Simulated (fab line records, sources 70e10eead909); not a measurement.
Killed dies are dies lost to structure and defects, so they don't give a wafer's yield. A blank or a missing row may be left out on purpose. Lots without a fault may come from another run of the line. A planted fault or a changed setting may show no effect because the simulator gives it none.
Which tool did it? | flow nand_harc | 24 lots, 72 wafers sampled, at 6 steps of a route of 1159

WHAT THE GAUGES READ, wafer by wafer
NHARC_P_STI_OCD_MEAS_17. Usual: trench_depth_nm 299 nm, standard deviation 7.7; trench_foot_cd_nm 160 nm, standard deviation 3.3.
lot  | measured    | on     | trench_depth_nm (nm) | trench_foot_cd_nm (nm) | flag
L074 | day 2 14:12 | ocd-01 | 297 307 308          | 159 155 161            |
L075 | day 2 14:22 | ocd-02 | 309 303 297          | 160 158 162            |
L077 | day 3 03:03 | ocd-01 | 288 299 286          | 162 158 158            |
L076 | day 3 03:10 | ocd-02 | 301 295 304          | 164 169 163            |
L078 | day 3 14:02 | ocd-01 | 295 283 293          | 156 163 160            |
L079 | day 3 14:14 | ocd-02 | 294 294 310          | 159 164 160            |
L080 | day 3 23:46 | ocd-02 | 293 298 312          | 159 158 158            |
L081 | day 4 06:05 | ocd-01 | 296 309 310          | 165 163 155            |
L082 | day 4 11:44 | ocd-01 | 306 302 305          | 155 155 157            |
L083 | day 4 20:14 | ocd-01 | 304 312 314          | 157 158 154            |
L084 | day 4 20:25 | ocd-02 | 293 292 290          | 155 160 162            |
L085 | day 5 06:59 | ocd-01 | 299 301 312          | 158 158 157            |
L086 | day 5 13:25 | ocd-01 | 294 283 305          | 164 165 161            |
L087 | day 5 18:59 | ocd-01 | 286 286 298          | 161 156 154            |
L088 | day 6 01:22 | ocd-02 | 314 306 303          | 160 156 159            |
L089 | day 6 07:18 | ocd-02 | 297 291 289          | 159 158 157            |
L090 | day 6 12:03 | ocd-01 | 291 289 291          | 163 161 159            |
L091 | day 6 20:25 | ocd-02 | 291 299 292          | 156 160 166            |
L092 | day 6 20:29 | ocd-01 | 297 305 290          | 159 160 161            |
L093 | day 7 05:54 | ocd-02 | 299 305 298          | 165 165 166            |
L094 | day 7 14:34 | ocd-02 | 301 303 298          | 160 161 161            |
L095 | day 7 20:11 | ocd-02 | 296 281 288          | 158 166 165            |
L096 | day 8 02:31 | ocd-02 | 290 295 292          | 161 161 159            |
L097 | day 8 02:39 | ocd-01 | 299 304 306          | 163 165 162            |

NHARC_P_CONTACT_INSPECT_27. Usual: raw_defect_count 297, standard deviation 130.
lot  | measured     | on                | raw_defect_count | flag
L074 | day 5 15:58  | defect_inspect-01 | 189 263 294      |
L075 | day 5 19:44  | defect_inspect-01 | 292 158 391      |
L077 | day 6 09:26  | defect_inspect-02 | 368 196 179      |
L076 | day 6 05:41  | defect_inspect-01 | 271 644 487      |
L078 | day 6 23:14  | defect_inspect-01 | 95 156 109       |
L079 | day 6 22:42  | defect_inspect-01 | 538 373 275      |
L080 | day 7 12:20  | defect_inspect-01 | 185 315 197      |
L081 | day 7 12:54  | defect_inspect-02 | 826 298 341      |
L082 | day 8 02:16  | defect_inspect-01 | 152 143 330      |
L083 | day 8 01:01  | defect_inspect-01 | 354 450 487      |
L084 | day 7 21:37  | defect_inspect-02 | 206 247 260      |
L085 | day 9 09:26  | defect_inspect-01 | 271 431 437      |
L086 | day 9 10:20  | defect_inspect-01 | 398 271 296      |
L087 | day 9 02:36  | defect_inspect-02 | 272 539 557      |
L088 | day 9 08:50  | defect_inspect-01 | 271 320 244      |
L089 | day 9 12:59  | defect_inspect-02 | 143 211 128      |
L090 | day 9 19:45  | defect_inspect-01 | 331 326 359      |
L091 | day 9 22:37  | defect_inspect-01 | 260 164 198      |
L092 | day 9 21:46  | defect_inspect-02 | 528 384 311      |
L093 | day 10 10:14 | defect_inspect-01 | 211 213 226      |
L094 | day 10 16:16 | defect_inspect-01 | 196 406 490      |
L095 | day 11 02:08 | defect_inspect-02 | 319 624 257      |
L096 | day 11 01:11 | defect_inspect-01 | 163 151 135      |
L097 | day 11 05:46 | defect_inspect-02 | 316 288 264      |

NHARC_P_M0_CD_MEAS_16. Usual: cd_nm 90.0 nm, standard deviation 1.
lot  | measured     | on        | cd_nm (nm)     | flag
L074 | day 5 17:26  | cd_sem-03 | 89.0 90.3 89.8 |
L075 | day 5 21:08  | cd_sem-02 | 91.0 90.9 89.4 |
L077 | day 6 10:44  | cd_sem-03 | 88.7 87.5 90.5 |
L076 | day 6 07:05  | cd_sem-03 | 91.2 90.7 89.7 |
L078 | day 7 00:41  | cd_sem-02 | 89.6 88.6 88.6 |
L079 | day 6 23:58  | cd_sem-02 | 89.4 88.8 88.9 |
L080 | day 7 13:44  | cd_sem-02 | 90.9 90.0 88.8 |
L081 | day 7 14:17  | cd_sem-02 | 88.5 89.2 89.6 |
L082 | day 8 03:41  | cd_sem-02 | 91.7 90.1 91.5 |
L083 | day 8 02:25  | cd_sem-03 | 91.5 89.0 91.7 |
L084 | day 7 23:00  | cd_sem-02 | 90.1 92.2 90.4 |
L085 | day 9 10:49  | cd_sem-03 | 88.3 90.1 89.0 |
L086 | day 9 11:36  | cd_sem-03 | 88.9 89.7 88.7 |
L087 | day 9 03:59  | cd_sem-03 | 90.8 90.3 89.4 |
L088 | day 9 10:16  | cd_sem-02 | 88.7 90.5 88.9 |
L089 | day 9 14:23  | cd_sem-03 | 91.5 91.1 91.5 |
L090 | day 9 21:08  | cd_sem-03 | 90.0 90.4 91.2 |
L091 | day 10 00:00 | cd_sem-02 | 89.5 90.0 89.9 |
L092 | day 9 23:10  | cd_sem-03 | 87.4 89.6 90.2 |
L093 | day 10 11:35 | cd_sem-03 | 91.2 89.0 88.0 |
L094 | day 10 17:40 | cd_sem-03 | 91.0 90.4 90.7 |
L095 | day 11 03:24 | cd_sem-02 | 90.7 90.8 90.2 |
L096 | day 11 02:26 | cd_sem-03 | 91.9 90.5 90.6 |
L097 | day 11 07:05 | cd_sem-02 | 89.7 89.6 89.4 |

WHICH TOOL RAN EACH LOT (tool, then ch and the chambers of the sampled wafers, then the start)
lot  | NHARC_P_GATE_DESCUM_93             | NHARC_P_CONTACT_ALD_22              | NHARC_P_M0_DESCUM_14
L074 | rie_diel-10 ch 0,1,2, day 5 07:56  | ald_metal-04 ch 1,2,3, day 5 14:41  | rie_diel-09 ch 0,1,2, day 5 17:08
L075 | rie_diel-10 ch 1,2,3, day 5 08:17  | ald_metal-04 ch 0,1,2, day 5 15:53  | rie_diel-09 ch 1,2,3, day 5 20:51
L077 | rie_diel-10 ch 2,3, day 5 22:55    | ald_metal-04 ch 0,1, day 6 05:39    | rie_diel-01 ch 0,1,3, day 6 10:24
L076 | rie_diel-03 ch 0,2, day 5 20:08    | ald_metal-04 ch 1,2,3, day 6 02:38  | rie_diel-09 ch 0,3, day 6 06:47
L078 | rie_diel-10 ch 0,1,2, day 6 12:04  | ald_metal-01 ch 0,1, day 6 18:46    | rie_diel-05 ch 2,3, day 7 00:20
L079 | rie_diel-10 ch 0,1, day 6 11:28    | ald_metal-04 ch 1,3, day 6 18:02    | rie_diel-05 ch 0,1,3, day 6 23:41
L080 | rie_diel-10 ch 0,1, day 7 01:02    | ald_metal-01 ch 1,2,3, day 7 07:37  | rie_diel-09 ch 0,2, day 7 13:26
L081 | rie_diel-11 ch 1,3, day 7 01:22    | ald_metal-04 ch 1,2, day 7 07:48    | rie_diel-05 ch 2,3, day 7 14:00
L082 | rie_diel-10 ch 0,2,3, day 7 14:37  | ald_metal-03 ch 1,3, day 7 21:11    | rie_diel-01 ch 1,3, day 8 03:23
L083 | rie_diel-10 ch 1,2, day 7 13:30    | ald_metal-04 ch 1,2, day 7 20:19    | rie_diel-01 ch 0,1,2, day 8 02:07
L084 | rie_diel-10 ch 1,3, day 7 13:19    | ald_metal-04 ch 1,3, day 7 19:53    | rie_diel-01 ch 0,2, day 7 22:43
L085 | rie_diel-10 ch 0,2,3, day 8 17:35  | ald_metal-03 ch 0,2,3, day 9 00:20  | rie_diel-05 ch 0,2,3, day 9 10:31
L086 | rie_diel-11 ch 0,1,3, day 8 22:00  | ald_metal-01 ch 0,2,3, day 9 04:46  | rie_diel-01 ch 1,2,3, day 9 11:18
L087 | rie_diel-03 ch 0,2,3, day 8 14:49  | ald_metal-03 ch 0,1,2, day 8 21:24  | rie_diel-09 ch 0,1,2, day 9 03:42
L088 | rie_diel-03 ch 0,2,3, day 8 16:25  | ald_metal-04 ch 0,2,3, day 8 23:20  | rie_diel-09 ch 1,3, day 9 09:58
L089 | rie_diel-10 ch 0,1, day 9 04:59    | ald_metal-03 ch 2,3, day 9 11:44    | rie_diel-01 ch 0,3, day 9 14:05
L090 | rie_diel-10 ch 2,3, day 9 09:37    | ald_metal-01 ch 1,2,3, day 9 16:26  | rie_diel-05 ch 0,1,3, day 9 20:50
L091 | rie_diel-11 ch 1,3, day 9 14:11    | ald_metal-01 ch 1,2, day 9 21:21    | rie_diel-09 ch 0,1, day 9 23:41
L092 | rie_diel-10 ch 0,2,3, day 9 13:52  | ald_metal-04 ch 0,1,2, day 9 20:32  | rie_diel-05 ch 1,2,3, day 9 22:52
L093 | rie_diel-11 ch 0,3, day 9 23:29    | ald_metal-03 ch 1,2,3, day 10 06:48 | rie_diel-01 ch 0,1,3, day 10 11:19
L094 | rie_diel-10 ch 2,3, day 10 06:30   | ald_metal-01 ch 0,2,3, day 10 13:26 | rie_diel-09 ch 0,1,2, day 10 17:23
L095 | rie_diel-10 ch 0,1, day 10 17:45   | ald_metal-01 ch 0,2, day 11 00:47   | rie_diel-09 ch 0,1,3, day 11 03:07
L096 | rie_diel-10 ch 0,1,3, day 10 17:20 | ald_metal-04 ch 2,3, day 10 23:56   | rie_diel-09 ch 0,2,3, day 11 02:09
L097 | rie_diel-11 ch 1,3, day 10 21:59   | ald_metal-03 ch 0,3, day 11 04:32   | rie_diel-09 ch 0,2,3, day 11 06:44
- NHARC_P_GATE_DESCUM_93: chemistry O2, time 3 s.
- NHARC_P_CONTACT_ALD_22: deposits TiN, target thk 3 nm, pulse time 1 s, ald cycles 150.
- NHARC_P_M0_DESCUM_14: chemistry O2, time 3 s.

WHAT THE TOOLS THEMSELVES READ (means of the sampled wafers that have a number; where no wafer has one, the mark that the record gives instead)
NHARC_P_GATE_DESCUM_93. Usual: drypump_motor_current_A 5.7 A, standard deviation 0.44; mfc_ar_sccm 0.011 sccm, standard deviation 0.014; oes_product_au 1.007 a.u., standard deviation 0.014; rf_vpp_V 57.7 V, standard deviation 1; showerhead_plenum_p_Torr 1.89 Torr, standard deviation 0.1; throttle_valve_pct 11.311 %, standard deviation 0.0082.
lot  | tool        | drypump_motor_current_A (A) | mfc_ar_sccm (sccm) | oes_product_au (a.u.) | rf_vpp_V (V) | showerhead_plenum_p_Torr (Torr) | throttle_valve_pct (%) | flag
L074 | rie_diel-10 | 5.7                         | 0.008              | 1.008                 | 57.0         | 1.91                            | 11.307                 |
L075 | rie_diel-10 | 5.5                         | 0.018              | 1.001                 | 56.9         | 1.90                            | 11.304                 |
L077 | rie_diel-10 | 5.8                         | 0.023              | 1.007                 | 58.2         | 1.99                            | 11.307                 |
L076 | rie_diel-03 | 5.6                         | 0.017              | 1.013                 | 58.9         | 2.07                            | 11.316                 |
L078 | rie_diel-10 | 5.7                         | 0.008              | 1.012                 | 58.4         | 1.91                            | 11.314                 |
L079 | rie_diel-10 | 5.6                         | 0.007              | 1.011                 | 57.1         | 1.86                            | 11.310                 |
L080 | rie_diel-10 | 5.4                         | 0.003              | 1.009                 | 57.9         | 1.82                            | 11.309                 |
L081 | rie_diel-11 | 5.4                         | 0.000              | 0.997                 | 57.9         | 1.81                            | 11.309                 |
L082 | rie_diel-10 | 5.6                         | 0.022              | 1.009                 | 58.0         | 1.94                            | 11.320                 |
L083 | rie_diel-10 | 5.8                         | 0.009              | 1.021                 | 57.1         | 1.95                            | 11.311                 |
L084 | rie_diel-10 | 5.2                         | 0.028              | 1.010                 | 57.4         | 1.85                            | 11.314                 |
L085 | rie_diel-10 | 5.6                         | 0.022              | 1.005                 | 57.2         | 1.94                            | 11.304                 |
L086 | rie_diel-11 | 5.8                         | 0.000              | 0.997                 | 57.9         | 1.80                            | 11.303                 |
L087 | rie_diel-03 | 5.6                         | 0.009              | 0.993                 | 58.0         | 1.97                            | 11.311                 |
L088 | rie_diel-03 | 5.6                         | 0.009              | 0.997                 | 58.4         | 1.97                            | 11.316                 |
L089 | rie_diel-10 | 5.6                         | 0.007              | 1.013                 | 57.2         | 1.86                            | 11.315                 |
L090 | rie_diel-10 | 5.8                         | 0.023              | 1.008                 | 59.1         | 1.98                            | 11.309                 |
L091 | rie_diel-11 | 5.4                         | 0.000              | 0.992                 | 57.6         | 1.81                            | 11.312                 |
L092 | rie_diel-10 | 5.6                         | 0.022              | 1.007                 | 57.4         | 1.93                            | 11.320                 |
L093 | rie_diel-11 | 5.9                         | 0.000              | 0.971                 | 58.6         | 1.90                            | 11.309                 |
L094 | rie_diel-10 | 5.5                         | 0.032              | 1.019                 | 58.2         | 1.92                            | 11.308                 |
L095 | rie_diel-10 | 5.5                         | 0.003              | 1.018                 | 56.4         | 1.82                            | 11.314                 |
L096 | rie_diel-10 | 5.4                         | 0.017              | 1.020                 | 57.6         | 1.85                            | 11.316                 |
L097 | rie_diel-11 | 5.4                         | 0.000              | 0.975                 | 57.1         | 1.80                            | 11.304                 |

NHARC_P_CONTACT_ALD_22. Usual: heater_power_w 1076 W, standard deviation 98; precursor_pulse_height_rel 1.000, standard deviation 0.02.
lot  | tool         | heater_power_w (W) | precursor_pulse_height_rel | flag
L074 | ald_metal-04 | 1059               | 1.023                      |
L075 | ald_metal-04 | 1108               | 0.993                      |
L077 | ald_metal-04 | 1104               | 0.995                      |
L076 | ald_metal-04 | 1062               | 0.998                      |
L078 | ald_metal-01 | 993                | 0.988                      |
L079 | ald_metal-04 | 1045               | 1.015                      |
L080 | ald_metal-01 | 1051               | 0.999                      |
L081 | ald_metal-04 | 1053               | 1.010                      |
L082 | ald_metal-03 | 1028               | 1.000                      |
L083 | ald_metal-04 | 1076               | 1.008                      |
L084 | ald_metal-04 | 1059               | 0.968                      |
L085 | ald_metal-03 | 1052               | 1.010                      |
L086 | ald_metal-01 | 1038               | 1.011                      |
L087 | ald_metal-03 | 1105               | 0.995                      |
L088 | ald_metal-04 | 1107               | 1.008                      |
L089 | ald_metal-03 | 1006               | 0.993                      |
L090 | ald_metal-01 | 1057               | 1.019                      |
L091 | ald_metal-01 | 1169               | 0.977                      |
L092 | ald_metal-04 | 1127               | 0.997                      |
L093 | ald_metal-03 | 1060               | 0.996                      |
L094 | ald_metal-01 | 1032               | 0.993                      |
L095 | ald_metal-01 | 1172               | 1.003                      |
L096 | ald_metal-04 | 1026               | 1.006                      |
L097 | ald_metal-03 | 1086               | 1.014                      |

NHARC_P_M0_DESCUM_14. Usual: drypump_motor_current_A 5.8 A, standard deviation 0.55; mfc_ar_sccm 0.004 sccm, standard deviation 0.005; oes_product_au 0.999 a.u., standard deviation 0.011; rf_vpp_V 57.6 V, standard deviation 0.81; showerhead_plenum_p_Torr 1.86 Torr, standard deviation 0.065; throttle_valve_pct 11.311 %, standard deviation 0.009.
lot  | tool        | drypump_motor_current_A (A) | mfc_ar_sccm (sccm) | oes_product_au (a.u.) | rf_vpp_V (V) | showerhead_plenum_p_Torr (Torr) | throttle_valve_pct (%) | flag
L074 | rie_diel-09 | 6.3                         | 0.002              | 0.996                 | 57.5         | 1.84                            | 11.313                 |
L075 | rie_diel-09 | 6.1                         | 0.006              | 0.991                 | 56.8         | 1.82                            | 11.314                 |
L077 | rie_diel-01 | 5.4                         | 0.001              | 0.999                 | 57.8         | 1.85                            | 11.313                 |
L076 | rie_diel-09 | 5.5                         | 0.008              | 1.014                 | 57.2         | 1.84                            | 11.305                 |
L078 | rie_diel-05 | 6.1                         | 0.004              | 1.007                 | 57.7         | 1.88                            | 11.315                 |
L079 | rie_diel-05 | 5.6                         | 0.001              | 1.001                 | 56.7         | 1.92                            | 11.298                 |
L080 | rie_diel-09 | 6.0                         | 0.004              | 0.994                 | 58.2         | 1.86                            | 11.308                 |
L081 | rie_diel-05 | 6.2                         | 0.009              | 0.999                 | 58.0         | 1.88                            | 11.323                 |
L082 | rie_diel-01 | 5.6                         | 0.002              | 0.998                 | 57.6         | 1.85                            | 11.308                 |
L083 | rie_diel-01 | 5.7                         | 0.001              | 0.996                 | 57.5         | 1.87                            | 11.314                 |
L084 | rie_diel-01 | 5.5                         | 0.000              | 1.013                 | 57.2         | 1.87                            | 11.307                 |
L085 | rie_diel-05 | 5.9                         | 0.004              | 1.000                 | 57.5         | 1.93                            | 11.321                 |
L086 | rie_diel-01 | 5.7                         | 0.001              | 1.006                 | 56.9         | 1.90                            | 11.317                 |
L087 | rie_diel-09 | 6.3                         | 0.002              | 0.988                 | 57.8         | 1.83                            | 11.303                 |
L088 | rie_diel-09 | 6.2                         | 0.005              | 0.991                 | 57.7         | 1.80                            | 11.307                 |
L089 | rie_diel-01 | 5.3                         | 0.000              | 1.008                 | 57.6         | 1.88                            | 11.313                 |
L090 | rie_diel-05 | 5.6                         | 0.001              | 0.994                 | 57.8         | 1.92                            | 11.305                 |
L091 | rie_diel-09 | 6.4                         | 0.002              | 0.999                 | 57.8         | 1.82                            | 11.302                 |
L092 | rie_diel-05 | 5.9                         | 0.005              | 0.989                 | 58.2         | 1.87                            | 11.309                 |
L093 | rie_diel-01 | 5.4                         | 0.001              | 1.003                 | 57.8         | 1.85                            | 11.310                 |
L094 | rie_diel-09 | 6.3                         | 0.002              | 0.992                 | 57.0         | 1.83                            | 11.317                 |
L095 | rie_diel-09 | 5.9                         | 0.007              | 1.002                 | 56.9         | 1.82                            | 11.318                 |
L096 | rie_diel-09 | 5.8                         | 0.007              | 1.006                 | 57.4         | 1.83                            | 11.308                 |
L097 | rie_diel-09 | 5.8                         | 0.007              | 1.003                 | 57.9         | 1.83                            | 11.315                 |

THE ANSWER, worked out from the rows above alone
Rule: a lot is off if the mean of its wafers that have a number lies more than 3 standard deviations from the usual mean. A lot without any number at a reading at which 4 lots or more have one is off too. The other lots that the step has rows for count as sound. The gauges are gone through in route order, then the tools' own readings, and for those a lot's mean is taken as printed above. The first step at which some lot is off is used, and at that step the reading that is off furthest; a lot without a number counts as furthest.
No lot is off at any reading shown: from this, nothing can be told.

WHAT THE SIMULATOR HAD PUT IN
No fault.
